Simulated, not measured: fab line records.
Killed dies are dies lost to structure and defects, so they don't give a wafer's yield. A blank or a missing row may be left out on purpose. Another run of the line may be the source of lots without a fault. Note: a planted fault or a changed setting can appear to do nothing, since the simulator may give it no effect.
Split-lot experiment / flow n5 finfet / 39 wafers read from 7 lots, route of 1938 steps

== THE SPLIT ITSELF ==
At N5_HKMG_FIN_ETCH_35 (etches SOC in N2/H2, target depth 215.8 nm, time 243.4 s), the setting source w was moved away from the recipe's 3000 W on 15 of the 39 wafers read, by -10.6% to +19.0%. This setting was run at the recipe's value on the other wafers.

The reading is taken at the split's own step.

== THE READING ==
rf vpp V, in V, at N5_HKMG_FIN_ETCH_35 (etches SOC in N2/H2, target depth 215.8 nm, time 243.4 s). Fault-free wafers of this fab line usually give 141.6 V, standard deviation 1 V.

wafer=L076.1; tool, chamber at the split=rie diel-04, 1; source w as run, W=3000; against the recipe=recipe; rf vpp V, V=142.8; against lot-mates on the recipe=-
wafer=L076.2; tool, chamber at the split=rie diel-04, 2; source w as run, W=3570; against the recipe=+19.0%; rf vpp V, V=133.1; against lot-mates on the recipe=-8.6
wafer=L076.3; tool, chamber at the split=rie diel-04, 0; source w as run, W=3570; against the recipe=+19.0%; rf vpp V, V=132.3; against lot-mates on the recipe=-9.4
wafer=L076.4; tool, chamber at the split=rie diel-04, 3; source w as run, W=3570; against the recipe=+19.0%; rf vpp V, V=134.0; against lot-mates on the recipe=-7.7
wafer=L076.5; tool, chamber at the split=rie diel-04, 0; source w as run, W=3000; against the recipe=recipe; rf vpp V, V=141.1; against lot-mates on the recipe=-
wafer=L076.6; tool, chamber at the split=rie diel-04, 1; source w as run, W=3000; against the recipe=recipe; rf vpp V, V=141.3; against lot-mates on the recipe=-
wafer=L079.1; tool, chamber at the split=rie diel-04, 3; source w as run, W=3000; against the recipe=recipe; rf vpp V, V=143.8; against lot-mates on the recipe=-
wafer=L079.2; tool, chamber at the split=rie diel-04, 1; source w as run, W=3000; against the recipe=recipe; rf vpp V, V=143.3; against lot-mates on the recipe=-
wafer=L079.3; tool, chamber at the split=rie diel-04, 2; source w as run, W=3000; against the recipe=recipe; rf vpp V, V=143.2; against lot-mates on the recipe=-
wafer=L079.4; tool, chamber at the split=rie diel-04, 0; source w as run, W=3000; against the recipe=recipe; rf vpp V, V=141.4; against lot-mates on the recipe=-
wafer=L079.5; tool, chamber at the split=rie diel-04, 3; source w as run, W=3000; against the recipe=recipe; rf vpp V, V=140.7; against lot-mates on the recipe=-
wafer=L079.6; tool, chamber at the split=rie diel-04, 0; source w as run, W=3000; against the recipe=recipe; rf vpp V, V=142.0; against lot-mates on the recipe=-
wafer=L084.1; tool, chamber at the split=rie diel-03, 0; source w as run, W=2778; against the recipe=-7.4%; rf vpp V, V=145.3; against lot-mates on the recipe=+3.9
wafer=L084.2; tool, chamber at the split=rie diel-03, 2; source w as run, W=3000; against the recipe=recipe; rf vpp V, V=141.3; against lot-mates on the recipe=-
wafer=L084.3; tool, chamber at the split=rie diel-03, 3; source w as run, W=3000; against the recipe=recipe; rf vpp V, V=141.4; against lot-mates on the recipe=-
wafer=L084.4; tool, chamber at the split=rie diel-03, 1; source w as run, W=2778; against the recipe=-7.4%; rf vpp V, V=146.7; against lot-mates on the recipe=+5.3
wafer=L084.5; tool, chamber at the split=rie diel-03, 2; source w as run, W=3000; against the recipe=recipe; rf vpp V, V=141.4; against lot-mates on the recipe=-
wafer=L084.6; tool, chamber at the split=rie diel-03, 3; source w as run, W=2778; against the recipe=-7.4%; rf vpp V, V=143.5; against lot-mates on the recipe=+2.1
wafer=L086.1; tool, chamber at the split=rie diel-03, 3; source w as run, W=2690; against the recipe=-10.3%; rf vpp V, V=146.1; against lot-mates on the recipe=+4.6
wafer=L086.2; tool, chamber at the split=rie diel-03, 0; source w as run, W=3000; against the recipe=recipe; rf vpp V, V=142.2; against lot-mates on the recipe=-
wafer=L086.3; tool, chamber at the split=rie diel-03, 2; source w as run, W=2690; against the recipe=-10.3%; rf vpp V, V=146.5; against lot-mates on the recipe=+5.0
wafer=L086.4; tool, chamber at the split=rie diel-03, 0; source w as run, W=3000; against the recipe=recipe; rf vpp V, V=142.5; against lot-mates on the recipe=-
wafer=L086.5; tool, chamber at the split=rie diel-03, 2; source w as run, W=2690; against the recipe=-10.3%; rf vpp V, V=148.8; against lot-mates on the recipe=+7.3
wafer=L086.6; tool, chamber at the split=rie diel-03, 3; source w as run, W=3000; against the recipe=recipe; rf vpp V, V=139.9; against lot-mates on the recipe=-
wafer=L090.1; tool, chamber at the split=rie diel-01, 2; source w as run, W=3000; against the recipe=recipe; rf vpp V, V=141.4; against lot-mates on the recipe=-
wafer=L090.2; tool, chamber at the split=rie diel-01, 1; source w as run, W=3000; against the recipe=recipe; rf vpp V, V=141.3; against lot-mates on the recipe=-
wafer=L090.5; tool, chamber at the split=rie diel-01, 3; source w as run, W=3000; against the recipe=recipe; rf vpp V, V=141.1; against lot-mates on the recipe=-
wafer=L092.1; tool, chamber at the split=rie diel-03, 1; source w as run, W=3000; against the recipe=recipe; rf vpp V, V=141.3; against lot-mates on the recipe=-
wafer=L092.2; tool, chamber at the split=rie diel-03, 2; source w as run, W=2682; against the recipe=-10.6%; rf vpp V, V=147.9; against lot-mates on the recipe=+6.3
wafer=L092.3; tool, chamber at the split=rie diel-03, 0; source w as run, W=3000; against the recipe=recipe; rf vpp V, V=142.1; against lot-mates on the recipe=-
wafer=L092.4; tool, chamber at the split=rie diel-03, 0; source w as run, W=2682; against the recipe=-10.6%; rf vpp V, V=148.2; against lot-mates on the recipe=+6.6
wafer=L092.5; tool, chamber at the split=rie diel-03, 2; source w as run, W=2682; against the recipe=-10.6%; rf vpp V, V=147.8; against lot-mates on the recipe=+6.2
wafer=L092.6; tool, chamber at the split=rie diel-03, 1; source w as run, W=3000; against the recipe=recipe; rf vpp V, V=141.3; against lot-mates on the recipe=-
wafer=L096.1; tool, chamber at the split=rie diel-03, 2; source w as run, W=2743; against the recipe=-8.6%; rf vpp V, V=148.2; against lot-mates on the recipe=+6.6
wafer=L096.2; tool, chamber at the split=rie diel-03, 3; source w as run, W=3000; against the recipe=recipe; rf vpp V, V=141.0; against lot-mates on the recipe=-
wafer=L096.3; tool, chamber at the split=rie diel-03, 1; source w as run, W=3000; against the recipe=recipe; rf vpp V, V=141.7; against lot-mates on the recipe=-
wafer=L096.4; tool, chamber at the split=rie diel-03, 0; source w as run, W=2743; against the recipe=-8.6%; rf vpp V, V=147.0; against lot-mates on the recipe=+5.4
wafer=L096.5; tool, chamber at the split=rie diel-03, 2; source w as run, W=2743; against the recipe=-8.6%; rf vpp V, V=147.2; against lot-mates on the recipe=+5.6
wafer=L096.6; tool, chamber at the split=rie diel-03, 1; source w as run, W=3000; against the recipe=recipe; rf vpp V, V=142.2; against lot-mates on the recipe=-

FIT RESULTS
A straight line over all 39 wafers: rf vpp V changes by -0.502 V for each +1% of source w; r = -0.96; the points scatter about the line by 1 V.
The same after taking each lot's own level away (the mean of its wafers on the recipe; 39 wafers): -0.511 V for each +1%; r = -0.97; scatter 0.99 V.
According to that fit, moving source w by its largest amount changes the reading by 9.7 V.
The lots' own levels span 141.27 to 142.40 V, that is 1.1 times the standard deviation above.
The two slopes agree, so the slope changes little with the lot-to-lot level.
Check: -9.64 V against its lot-mates is what the line predicts for one of the wafers moved furthest among these (+19.0%) when that wafer is left out of the fit. It came out at -8.63 V against them.
Tool readings at the split's step, against how far the setting was moved: rf vpp V r = -0.96.

== THE WHOLE CHAIN: every reading that the file lists as answering this split, in the file's order ==
step=N5_HKMG_FIN_ETCH_35; what it does=etches SOC in N2/H2, target depth 215.8 nm, time 243.4 s; reading=rf vpp V; change (the file's fit)=-0.517 V for each +1% of the setting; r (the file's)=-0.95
step=N5_HKMG_FIN_ETCH_35; what it does=etches SOC in N2/H2, target depth 215.8 nm, time 243.4 s; reading=etch.depth nm (the simulator's own value, which no gauge read); change (the file's fit)=+1.79 nm for each +1% of the setting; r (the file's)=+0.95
step=N5_HKMG_FIN_ETCH_35; what it does=etches SOC in N2/H2, target depth 215.8 nm, time 243.4 s; reading=HKMG_FIN.feature depth nm (the simulator's own value, which no gauge read); change (the file's fit)=+1.79 nm for each +1% of the setting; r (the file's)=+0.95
step=N5_HKMG_FIN_ETCH_35; what it does=etches SOC in N2/H2, target depth 215.8 nm, time 243.4 s; reading=SOC_of_HKMG_FIN_COAT_29.thk nm (the simulator's own value, which no gauge read); change (the file's fit)=-1.79 nm for each +1% of the setting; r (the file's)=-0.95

== FILE'S OWN FIT ==
rf vpp V changes by -0.517 V for each +1% of source w, r = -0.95.
